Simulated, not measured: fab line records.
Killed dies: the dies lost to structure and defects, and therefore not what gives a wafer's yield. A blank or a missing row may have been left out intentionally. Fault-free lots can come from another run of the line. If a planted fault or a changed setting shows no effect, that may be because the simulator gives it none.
fab line records	flow n5Finfet
[record] lots = 9	wafers = 27	lastDay = 21
route steps=1938 shown HKMG_FIN@402 BEOL_M4@1111 PASSIVATION@1936
lots untouched by any fault: they come from a run of this same line in which no faults occurred
startH: the number of hours between the record's first day and the start of the first shown wafer of the lot	waitH: time in hours since the lot's previous step	" unchanged from the row above	L1.1+2: a row that stands for several wafers	- either no value or no given start	* or withheld: withheld	< > ~ a bound
route shown NAME@n: NAME is a module with steps in the file, n the number in the route of the first one	usual: the fault-free wafers' mean and standard deviation	same: alike in all rows	chamber/n: place in a boat	sites: the reading at each site	_std_site: how widely they spread, as a standard deviation	_edge_site: the outer-site mean with the inner-site mean subtracted	radiusMm: how far each site lies from the wafer's centre	mask NAME#n: copy n	behind: the most recent tool/chamber to have shaped the wafer	hold: why the lot went on hold/how many hours it stayed there/how the hold came to an end	device: names the non-switching transistor (n, p or np)	end of line: the tests these same wafers got at the end of their route	a step without rows: its recipe alone	killed: at the first sort, the dies lost to defects and structure; wafer yield is something else	map: per-die view of a wafer (x killed, . not killed, _ where there is no die)
set.NAME: the setting as run; set.NAME@STEP: as run at that earlier step	model.NAME: the simulator's own value behind a step, which no gauge read
a sample of lots followed through the steps of the route, with each step as a table and each wafer as a row
services: a tool's chamber out of use, with start hour (startH, from the record's first day; less than 0 if before it), hours out, and reason
[[steps]]
[step N5_HKMG_FIN_ETCH_54]
[recipe] chemistry = CF4	target = SiARC	targetDepthA = 455	maskMaterial = CAR-ArF	timeS = 75.8	ionEnergyEv = 80	pressureMtorr = 40	sourceW = 545	biasW = 36	Ar_flow_sccm = 100	cf4FlowSccm = 100	ends = cleared
[usual] drypumpMotorCurrentA = 5.6/0.53	etchRfOnTimeS = 76.4/2.1	oesProductAu = 0.67/0.069	rfVppV = 184.1/1.3	showerheadPlenumPTorr = 2.14/0.048	throttleValvePct = 15.43/0.16
lot.wafer	tool	chamber	startH	waitH	drypumpMotorCurrentA	etchRfOnTimeS	oesProductAu	rfHoursCounterH	rfVppV	showerheadPlenumPTorr	throttleValvePct
L874.3	rieDiel-01	0	72.78	0.0	5.5	75.8	0.63	161	185.6	2.15	15.64
L874.4	"	3	"	"	5.7	74.6	0.76	29	184.4	2.10	15.20
L874.6	"	2	"	"	5.2	75.5	0.62	-	183.2	2.05	15.49
L875.1	rieDiel-05	2	77.73	0.0	5.4	74.7	0.68	111	184.1	2.17	15.29
L875.3	"	1	"	"	6.4	78.6	0.78	10	184.3	2.12	15.22
L875.6	"	0	"	"	5.3	78.2	0.69	-	184.8	2.18	15.49
L878.2	rieDiel-01	3	100.54	0.0	5.6	74.4	0.77	37	182.4	2.10	15.22
L878.4	"	0	"	"	5.5	74.9	0.63	169	182.2	2.14	15.68
L878.6	"	3	"	"	5.6	73.5	0.76	-	184.6	2.10	15.21
L880.2	rieDiel-01	3	115.52	0.0	5.7	73.9	0.76	41	183.4	2.10	15.23
L880.3	"	2	"	"	5.2	74.3	0.61	214	180.5	2.05	15.51
L880.5	"	0	"	"	5.5	75.0	0.63	-	185.7	2.14	15.67
L881.1	rieDiel-04	0	122.55	0.0	5.7	76.3	0.59	213	183.8	2.13	15.61
L881.2	"	3	"	"	6.6	74.5	0.62	191	185.9	2.21	15.46
L881.5	"	2	"	"	4.9	81.0	0.63	-	184.6	2.15	15.16
L885.1	rieDiel-05	2	136.78	0.0	5.4	73.7	0.67	123	183.3	2.16	15.31
L885.2	"	0	"	"	5.3	77.9	0.68	89	183.9	2.17	15.52
L885.3	"	1	"	"	6.4	77.6	0.76	21	184.1	2.12	15.24
L894.2	rieDiel-01	2	195.99	0.0	5.2	76.0	0.60	234	181.9	2.04	15.56
L894.3	"	1	"	"	5.1	76.9	0.63	162	185.4	2.21	15.51
L894.4	"	3	"	"	5.6	74.9	0.73	61	184.2	2.09	15.28
L895.2	rieDiel-05	3	198.11	0.0	5.2	78.9	0.79	19	184.8	2.11	15.33
L895.3	"	1	"	"	6.4	79.2	0.73	37	182.5	2.11	15.26
L895.5	"	2	"	"	5.4	74.6	0.66	-	184.1	2.16	15.34
L896.2	rieDiel-05	2	202.77	0.0	5.4	72.9	0.66	142	185.8	2.16	15.36
L896.3	"	0	"	"	5.3	76.0	0.68	105	185.1	2.17	15.55
L896.4	"	3	"	"	5.2	77.0	0.79	21	184.6	2.11	15.36
[step N5_HKMG_FIN_CVD_62]
[recipe] material = a-Si	targetThkA = 30	tempC = 500	precursor = Si2H6	pressureTorr = 1	timeS = 20.8
[usual] heaterPowerW = 1440/160
lot.wafer	tool	chamber	startH	waitH	heaterPowerW
L874.3	thermalCvdSi-02	0	74.48	0.2	1403
L874.4	"	0	"	"	1385
L874.6	"	1	"	"	1568
L875.1	thermalCvdSi-01	0	79.43	0.2	1546
L875.3	"	2	"	"	1142
L875.6	"	1	"	"	1612
L878.2	thermalCvdSi-02	1	102.24	0.2	1576
L878.4	"	0	"	"	1416
L878.6	"	2	"	"	1404
L880.2	thermalCvdSi-02	2	117.21	0.2	1379
L880.3	"	1	"	"	1535
L880.5	"	1	"	"	1538
L881.1	thermalCvdSi-01	1	124.24	0.2	1613
L881.2	"	0	"	"	1498
L881.5	"	2	"	"	1152
L885.1	thermalCvdSi-01	1	138.48	0.2	1599
L885.2	"	0	"	"	1485
L885.3	"	2	"	"	1138
L894.2	thermalCvdSi-02	0	197.69	0.2	1429
L894.3	"	1	"	"	1576
L894.4	"	0	"	"	1410
L895.2	thermalCvdSi-01	2	199.85	0.2	1155
L895.3	"	0	"	"	1511
L895.5	"	0	"	"	1533
L896.2	thermalCvdSi-02	2	204.46	0.2	1397
L896.3	"	1	"	"	1635
L896.4	"	2	"	"	1396
[step N5_HKMG_FIN_ETCH_32]
[recipe] chemistry = N2/H2	target = SOC	targetDepthA = 2400	tempC = 40	timeS = 300	ionEnergyEv = 200	maskMaterial = SiARC	pressureMtorr = 30	sourceW = 840	biasW = 150	n2FlowSccm = 200	h2FlowSccm = 200
[usual] drypumpMotorCurrentA = 5.6/0.49	oesProductAu = 0.79/0.087	rfVppV = 523.7/1.8	showerheadPlenumPTorr = 2.54/0.067	throttleValvePct = 17.61/0.21
lot.wafer	tool	chamber	startH	waitH	drypumpMotorCurrentA	oesProductAu	rfHoursCounterH	rfVppV	showerheadPlenumPTorr	throttleValvePct
L874.3	rieDiel-01	2	76.23	0.0	5.2	0.72	204	519.9	2.41	17.51
L874.4	"	3	"	"	5.6	0.90	30	523.6	2.51	17.43
L874.6	"	1	"	"	5.1	0.76	-	528.4	2.70	18.04
L875.1	rieDiel-05	3	81.17	0.0	5.3	0.64	245	521.8	2.50	18.00
L875.3	"	0	"	"	5.2	0.80	79	524.4	2.57	17.55
L875.6	"	3	"	"	5.2	0.66	-	523.7	2.50	17.99
L878.2	rieDiel-01	0	104.18	0.0	5.5	0.73	171	522.6	2.54	17.86
L878.4	"	1	"	"	5.1	0.76	141	526.8	2.70	18.04
L878.6	"	3	"	"	5.6	0.89	-	523.6	2.50	17.46
L880.2	rieDiel-01	0	118.95	0.0	5.5	0.73	175	523.4	2.54	17.85
L880.3	"	2	"	"	5.2	0.71	215	520.9	2.40	17.53
L880.5	"	1	"	"	5.0	0.75	-	526.5	2.70	18.03
L881.1	rieDiel-05	2	125.97	0.0	5.4	0.79	120	525.4	2.54	17.40
L881.2	"	3	"	"	5.3	1.00	1	523.0	2.50	17.56
L881.5	"	3	"	"	5.2	1.00	-	521.5	2.50	17.57
L885.1	rieDiel-05	0	140.21	0.0	5.3	0.79	90	524.0	2.56	17.57
L885.2	"	3	"	"	5.2	0.98	6	521.3	2.49	17.55
L885.3	"	1	"	"	6.4	0.87	22	523.5	2.50	17.42
L894.2	rieDiel-01	2	199.42	0.0	5.2	0.70	235	520.9	2.40	17.56
L894.3	"	1	"	"	5.1	0.74	163	525.4	2.69	18.06
L894.4	"	3	"	"	5.7	0.85	62	522.3	2.49	17.49
L895.2	rieDiel-04	0	201.68	0.0	5.8	0.68	231	523.0	2.48	17.58
L895.3	"	3	"	"	6.6	0.71	213	527.0	2.61	17.60
L895.5	"	0	"	"	5.7	0.68	-	522.8	2.48	17.58
L896.2	rieDiel-04	1	206.77	0.0	6.4	0.88	37	525.0	2.61	17.94
L896.3	"	2	"	"	4.9	0.72	148	524.8	2.55	17.48
L896.4	"	2	"	"	4.9	0.72	-	525.0	2.55	17.47
[step N5_HKMG_FIN_NWFM_ALD_20]
[recipe] material = TiAlC	targetThkA = 20	tempC = 300	aldPrecursorFamily = TiCl4	aldCoReactant = TEA	pulseTimeS = 3	purgeTimeS = 2	coReactantPurgeTimeS = 2	coReactantPulseTimeS = 10	aldCycles = 7	pressureTorr = 3
[usual] heaterPowerW = 496/48	precursorPulseHeightRel = 0.999/0.019	susceptorTempC = 300.00/0.2
[same] coReactantPulseTimeS = 10
lot.wafer	tool	chamber	startH	waitH	heaterPowerW	precursorPulseHeightRel	susceptorTempC
L874.3	aldMetal-02	3	78.09	0.1	542	0.976	299.89
L874.4	"	1	"	"	462	0.986	299.94
L874.6	"	0	"	"	546	0.989	299.95
L875.1	aldMetal-03	0	83.03	0.3	446	1.009	300.21
L875.3	"	2	"	"	516	0.971	299.64
L875.6	"	1	"	"	466	1.008	300.26
L878.2	aldMetal-02	0	106.04	0.3	553	1.009	300.17
L878.4	"	3	"	"	571	0.992	299.56
L878.6	"	1	"	"	463	0.996	300.05
L880.2	aldMetal-02	1	121.40	0.3	445	1.067	293.11
L880.3	"	2	"	"	416	0.989	300.21
L880.5	"	1	"	"	442	1.002	292.73
L881.1	aldMetal-04	0	127.85	0.3	497	1.004	300.15
L881.2	"	1	"	"	444	0.994	299.71
L881.5	"	0	"	"	490	0.998	299.85
L885.1	aldMetal-02	2	142.09	0.3	421	1.029	299.79
L885.2	"	3	"	"	550	0.976	300.15
L885.3	"	1	"	"	447	1.009	292.60
L894.2	aldMetal-02	1	201.36	0.3	463	1.010	299.93
L894.3	"	0	"	"	559	1.000	299.97
L894.4	"	1	"	"	468	1.012	300.18
L895.2	aldMetal-02	0	203.58	0.3	553	1.025	300.13
L895.3	"	2	"	"	412	0.999	299.79
L895.5	"	0	"	"	556	0.983	299.84
L896.2	aldMetal-04	0	208.68	0.3	497	1.010	300.03
L896.3	"	2	"	"	496	0.996	300.33
L896.4	"	3	"	"	556	0.971	300.18
[step N5_BEOL_M4_RC_MEAS_101]
[usual] DIBL_N = 37.1/2.6	DIBL_P = 38/3	IOFF_N = 0.18/0.052	IOFF_N_LONG = 5.58e-05/2.4e-06	IOFF_P = 0.25/0.06	ION_N = 678/15	ION_P = 467/8.6	SS_N = 71.7/0.73	SS_P = 73.7/0.89	VT_N = 249/4.3	VT_N_LONG = 274.5/2	VT_N_LVT = 97/4.3	VT_P = -248/3.8
lot.wafer	tool	chamber	startH	waitH	DIBL_N[mV/V]	DIBL_P[mV/V]	IOFF_N[nA/um]	IOFF_N_LONG[nA/um]	IOFF_P[nA/um]	ION_N[uA/um]	ION_P[uA/um]	SS_N[mV/dec]	SS_P[mV/dec]	VT_N[mV]	VT_N_LONG[mV]	VT_N_LVT[mV]	VT_P[mV]
L875.1	prober-02	0	228.07	0.0	34.6	36	0.13	5.64e-05	0.18	657	448	70.1	72.9	253	271.1	102	-255
L875.3	"	0	"	"	40.1	42	0.26	5.88e-05	0.29	688	468	72.2	74.8	242	270.4	93	-245
L875.6	"	0	"	"	36.5	38	0.17	5.73e-05	0.22	667	459	72.0	72.7	249	272.2	97	-251
L874.3	prober-01	0	231.10	0.3	33.4	34	0.13	5.64e-05	0.20	648	455	72.0	72.2	254	275.9	102	-247
L874.4	"	0	"	"	32.1	32	0.12	5.75e-05	0.16	659	458	70.9	71.6	253	274.8	103	-252
L874.6	"	0	"	"	32.3	33	0.10	5.67e-05	0.17	648	454	70.4	71.5	260	273.2	105	-251
L880.2	prober-01	0	265.67	0.2	34.9	35	0.08	4.16e-05	0.25	632	471	70.7	73.4	266	289.4	110	-244
L880.3	"	0	"	"	38.1	40	0.20	5.48e-05	0.34	688	477	71.9	74.2	247	273.7	93	-244
L880.5	"	0	"	"	35.8	36	0.09	4.35e-05	0.25	646	470	71.4	73.5	262	283.6	111	-246
L881.1	prober-02	0	265.89	0.1	37.1	39	0.18	5.63e-05	0.24	674	463	72.0	74.2	250	273.0	96	-248
L881.2	"	0	"	"	38.0	41	0.21	5.57e-05	0.29	686	476	71.8	74.3	249	274.5	96	-247
L881.5	"	0	"	"	34.7	37	0.14	5.59e-05	0.21	667	463	70.5	73.3	252	272.6	100	-247
L878.2	prober-02	0	282.47	0.2	40.6	39	0.20	5.53e-05	0.30	661	466	73.0	74.1	248	274.8	95	-244
L878.4	"	0	"	"	38.6	38	0.19	5.37e-05	0.30	674	477	71.6	74.0	247	278.3	94	-243
L878.6	"	0	"	"	39.5	37	0.19	5.56e-05	0.26	692	475	71.4	73.9	248	277.0	95	-247
L885.1	prober-02	0	294.35	0.0	36.6	37	0.17	5.57e-05	0.21	681	462	72.2	73.4	250	275.4	98	-248
L885.2	"	0	"	"	35.2	37	0.15	5.47e-05	0.21	683	474	71.9	73.5	251	274.7	101	-249
L885.3	"	0	"	"	36.7	37	0.11	4.13e-05	0.23	643	466	71.5	73.6	263	288.6	113	-247
L894.2	prober-02	0	351.22	0.2	38.0	38	0.18	5.82e-05	0.25	675	464	72.1	73.6	250	277.2	100	-248
L894.3	"	0	"	"	33.1	34	0.10	5.52e-05	0.17	655	458	70.9	73.0	258	274.0	107	-255
L894.4	"	0	"	"	35.1	35	0.13	5.72e-05	0.18	666	455	71.4	73.5	253	274.6	103	-253
L896.2	prober-02	0	367.82	0.2	36.5	39	0.19	5.74e-05	0.26	704	484	71.2	74.6	244	271.0	94	-243
L896.3	"	0	"	"	37.0	39	0.19	5.48e-05	0.26	674	462	72.0	73.8	248	274.3	94	-248
L896.4	"	0	"	"	38.3	41	0.23	5.61e-05	0.30	700	477	71.3	74.7	245	274.3	93	-248
L895.2	prober-01	0	402.72	0.2	43.7	45	0.34	5.43e-05	0.39	692	472	73.6	75.9	243	274.9	91	-243
L895.3	"	0	"	"	38.2	38	0.18	5.42e-05	0.24	696	478	71.0	73.4	249	274.4	97	-248
L895.5	"	0	"	"	37.7	37	0.17	5.44e-05	0.23	677	467	71.5	74.3	250	274.0	99	-248
[step N5_PASSIVATION_PROBE_49]
[usual] defectLimitedYield = 91.4/1.4	killed_at_M0_to_M3 = 34/9.1	killed_at_M4_up = 14/5.2	killedAtContacts = 12/6.4	killedAtFrontEnd = 38/11	killedAtOther = 3.7/2.8	killedDies = 102/17	killedOpen = 68/13	killedShort = 32/7.8	sort_bin_4_leakage = 0.05/0.3	sort_bin_5_function = 5.1/1	sort_bin_6_memory = 3.2/0.66	sort_bin_8_speed = 0.1/0.92	sortNPass = 1076/19	sortYieldPct = 91.2/1.6
[same] grossDies = 1180	killedAtBackSide = 0
lot.wafer	tool	chamber	startH	waitH	defectLimitedYield[%]	killed_at_M0_to_M3	killed_at_M4_up	killedAtContacts	killedAtFrontEnd	killedAtOther	killedDies	killedOpen	killedShort	sort_bin_4_leakage[%]	sort_bin_5_function[%]	sort_bin_6_memory[%]	sort_bin_8_speed[%]	sortNPass	sortYieldPct[%]
L880.2	prober-02	-	363.47	0.1	89.2	40	14	19	45	9	127	87	39	0	5.9	4.3	4.2	1003	85.0
L880.5	prober-02	-	363.62	0.2	89.8	45	13	16	44	2	120	87	33	0	6.3	3.6	0.1	1059	89.7
L878.2	prober-02	-	391.20	0.1	91.1	27	18	9	47	4	105	73	32	0	5.0	3.6	0	1075	91.1
L878.4	prober-02	-	391.30	0.2	89.5	24	21	31	48	0	124	89	35	0	6.6	3.6	0	1056	89.5
L878.6	prober-02	-	391.40	0.3	90.9	19	18	20	48	2	107	78	29	0	5.9	2.8	0	1073	90.9
L885.1	prober-01	-	398.52	0.0	90.4	22	4	16	67	4	113	67	45	0	5.8	3.6	0	1067	90.4
L885.2	prober-01	-	398.57	0.1	88.6	35	9	19	71	1	135	85	47	0	6.2	4.7	0	1045	88.6
L885.3	prober-01	-	398.62	0.1	91.4	25	8	17	50	1	101	62	37	0	4.7	3.6	0	1079	91.4
L896.2	prober-02	-	478.31	0.1	91.6	49	13	5	23	9	99	67	32	0	4.8	3.3	0	1081	91.6
L896.3	prober-02	-	478.36	0.1	92.2	36	15	12	28	1	92	70	22	0	4.7	3.0	0	1088	92.2
L896.4	prober-02	-	478.41	0.2	90.3	47	11	7	43	6	114	86	28	0	6.2	3.1	0	1066	90.3
L895.2	prober-02	-	508.68	0.1	93.1	19	13	10	36	4	82	56	26	3.22	3.6	3.1	0	1060	89.8
L895.3	prober-02	-	508.73	0.1	90.9	30	12	10	50	5	107	61	46	0	5.4	3.2	0	1073	90.9
L895.5	prober-02	-	508.83	0.2	91.9	31	12	6	36	10	95	71	23	0	4.9	2.7	0	1085	91.9
// killed by level:class
L880.2 MOL_CONTACT_COAG:geometricParticle:open=14 BEOL_M3:geometricParticle:open=13 DUMMY_GATE:geometricParticle:open=12 FIN_SAQP:geometricParticle:short=8 FIN_SAQP:geometricParticle:open=7 BEOL_M0_SAQP:geometricParticle:open=6 BEOL_M2:geometricParticle:open=6 BEOL_M0_SAQP:geometricParticle:short=5
L880.5 FIN_SAQP:geometricParticle:open=16 MOL_CONTACT_COAG:geometricParticle:open=11 BEOL_M2:geometricParticle:open=11 BEOL_M0:geometricParticle:open=10 DUMMY_GATE:geometricParticle:open=7 BEOL_M3:geometricParticle:open=7 BEOL_M0_SAQP:geometricParticle:open=6 BEOL_M0_SAQP:geometricParticle:short=6
L878.2 STI_FIN_REVEAL:geometricParticle:open=18 FIN_SAQP:geometricParticle:open=8 MOL_CONTACT_COAG:geometricParticle:open=8 BEOL_M4:geometricParticle:open=7 GATE_CUT:geometricParticle:short=5 BEOL_M1:geometricParticle:open=5 BEOL_M2:geometricParticle:open=5 BEOL_M5:geometricParticle:open=4
L878.4 MOL_CONTACT_COAG:geometricParticle:open=24 FIN_SAQP:geometricParticle:open=11 STI_FIN_REVEAL:geometricParticle:open=8 BEOL_M5:geometricParticle:open=8 DUMMY_GATE:geometricParticle:open=7 MOL_CONTACT_COAG:geometricParticle:short=7 BEOL_M0_SAQP:geometricParticle:short=6 BEOL_M0_SAQP:geometricParticle:open=6
L878.6 FIN_SAQP:geometricParticle:open=19 MOL_CONTACT_COAG:geometricParticle:open=18 FIN_SAQP:geometricParticle:short=7 STI_FIN_REVEAL:geometricParticle:open=7 BEOL_M0_SAQP:geometricParticle:short=6 DUMMY_GATE:geometricParticle:open=5 BEOL_M5:geometricParticle:open=4 BEOL_M3:geometricParticle:open=4
L885.1 FIN_SAQP:geometricParticle:short=19 FIN_SAQP:geometricParticle:open=14 MOL_CONTACT_COAG:geometricParticle:open=12 STI_FIN_REVEAL:geometricParticle:open=7 STI_FIN_REVEAL:geometricParticle:short=5 DUMMY_GATE:geometricParticle:open=5 BEOL_M3:geometricParticle:open=5 BEOL_M3:geometricParticle:short=5
L885.2 FIN_SAQP:geometricParticle:open=21 STI_FIN_REVEAL:geometricParticle:open=16 MOL_CONTACT_COAG:geometricParticle:open=13 FIN_SAQP:geometricParticle:short=9 MOL_CONTACT_COAG:geometricParticle:short=6 BEOL_M3:geometricParticle:open=6 BEOL_M0:geometricParticle:short=6 BEOL_M0_SAQP:geometricParticle:short=6
L885.3 MOL_CONTACT_COAG:geometricParticle:open=15 STI_FIN_REVEAL:geometricParticle:open=11 FIN_SAQP:geometricParticle:open=9 FIN_SAQP:geometricParticle:short=8 BEOL_M0_SAQP:geometricParticle:short=8 BEOL_M0_SAQP:geometricParticle:open=8 GATE_CUT:geometricParticle:short=7 BEOL_M5:geometricParticle:open=5
L896.2 BEOL_M2:geometricParticle:open=13 BEOL_M1:geometricParticle:open=11 BEOL_M0_SAQP:geometricParticle:open=8 STI_FIN_REVEAL:geometricParticle:open=7 BEOL_M4:geometricParticle:open=7 GATE_CUT:geometricParticle:short=6 PASS1_CAP:geometricParticle:short=6 BEOL_M3:geometricParticle:open=5
L896.3 STI_FIN_REVEAL:geometricParticle:open=12 BEOL_M2:geometricParticle:open=12 MOL_CONTACT_COAG:geometricParticle:open=10 BEOL_M3:geometricParticle:open=7 BEOL_M4:geometricParticle:open=6 BEOL_M0_SAQP:geometricParticle:open=5 GATE_CUT:geometricParticle:short=4 BEOL_M5:geometricParticle:open=4
L896.4 STI_FIN_REVEAL:geometricParticle:open=20 BEOL_M2:geometricParticle:open=13 BEOL_M3:geometricParticle:open=8 MOL_CONTACT_COAG:geometricParticle:open=7 BEOL_M0_SAQP:geometricParticle:short=7 BEOL_M0_SAQP:geometricParticle:open=7 FIN_SAQP:geometricParticle:open=5 BEOL_M1:geometricParticle:open=5
L895.2 FIN_SAQP:geometricParticle:open=10 DUMMY_GATE:geometricParticle:open=7 FIN_SAQP:geometricParticle:short=6 MOL_CONTACT_COAG:geometricParticle:open=6 BEOL_M2:geometricParticle:open=6 GATE_CUT:geometricParticle:short=4 MOL_CONTACT_COAG:geometricParticle:short=4 BEOL_M0_SAQP:geometricParticle:short=4
L895.3 FIN_SAQP:geometricParticle:open=12 FIN_SAQP:geometricParticle:short=8 GATE_CUT:geometricParticle:short=7 BEOL_M1:geometricParticle:open=7 DUMMY_GATE:geometricParticle:open=6 STI_FIN_REVEAL:geometricParticle:open=5 MOL_CONTACT_COAG:geometricParticle:short=5 MOL_CONTACT_COAG:geometricParticle:open=5
L895.5 DUMMY_GATE:geometricParticle:open=10 BEOL_M0_SAQP:geometricParticle:open=6 BEOL_M1:geometricParticle:open=6 BEOL_M2:geometricParticle:open=6 FIN_SAQP:geometricParticle:open=5 BEOL_M0_SAQP:geometricParticle:short=5 BEOL_M4:geometricParticle:open=5 ILD0:geometricParticle:open=4
[[services]]
tool	chamber	startH	hours	kind
thermalCvdSi-02	1	50.16	9.6	repair
aldMetal-03	2	60.78	6.9	repair
thermalCvdSi-02	-	68.17	6.0	pm
aldMetal-03	0	85.12	15.9	repair
aldMetal-04	2	101.05	28.4	repair
aldMetal-02	2	104.99	4.0	repair
rieDiel-05	3	105.73	-	clean
rieDiel-05	3	105.73	-	consumableReplace:focusRing
rieDiel-05	3	105.73	15.2	scheduledDown
rieDiel-05	3	105.73	15.2	ventCycle
rieDiel-01	1	110.94	3.2	repair
aldMetal-04	1	113.95	2.2	repair
aldMetal-02	3	120.42	5.9	repair
rieDiel-01	-	123.84	1.0	repair
rieDiel-04	0	130.04	8.7	repair
rieDiel-01	-	147.93	0.5	repair
thermalCvdSi-02	2	171.46	4.5	repair
rieDiel-05	-	177.06	2.8	pm
rieDiel-05	-	188.93	0.2	repair
aldMetal-02	3	199.23	4.6	repair
aldMetal-03	-	202.21	8.7	pm
rieDiel-04	3	206.48	9.8	repair
rieDiel-01	0	208.40	5.3	repair
rieDiel-05	-	208.65	0.6	repair
[[key]]
[firstSign] step = N5_HKMG_FIN_NWFM_ALD_20	reading = susceptorTempC	direction = down	sigmas = 35	usual = *	struck = *
[effect] step = N5_BEOL_M4_RC_MEAS_101	reading = VT_N_LONG	direction = up	sigmas = 6.3	usual = 274.5	struck = 287.2
[effect] step = N5_BEOL_M4_RC_MEAS_101	reading = IOFF_N_LONG	direction = down	sigmas = 5.8	usual = 5.58e-05	struck = 4.21e-05
[effect] step = N5_BEOL_M4_RC_MEAS_101	reading = VT_N	direction = up	sigmas = 3.4	usual = 249	struck = 264
[effect] step = N5_BEOL_M4_RC_MEAS_101	reading = VT_N_LVT	direction = up	sigmas = 3.2	usual = 97	struck = 111
[effect] step = N5_BEOL_M4_RC_MEAS_101	reading = ION_N	direction = down	sigmas = 2.4	usual = 678	struck = 640
metAt N5_HKMG_FIN_NWFM_ALD_20
struckLots L880,L885
struckWafers L880.2,L880.5,L885.3
notActingAt N5_HKMG_FIN_ETCH_54,N5_HKMG_FIN_CVD_62,N5_HKMG_FIN_ETCH_32
onsetBetween 106.04 121.40
[fault] kind = processParameterDrift	tool = aldMetal-02	chamber = 1	onsetH = 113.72	steps = N5_HKMG_FIN_NWFM_ALD_20	channel = tempC	offset = *	shape = step	endH = 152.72	actsIn = *	stated = *
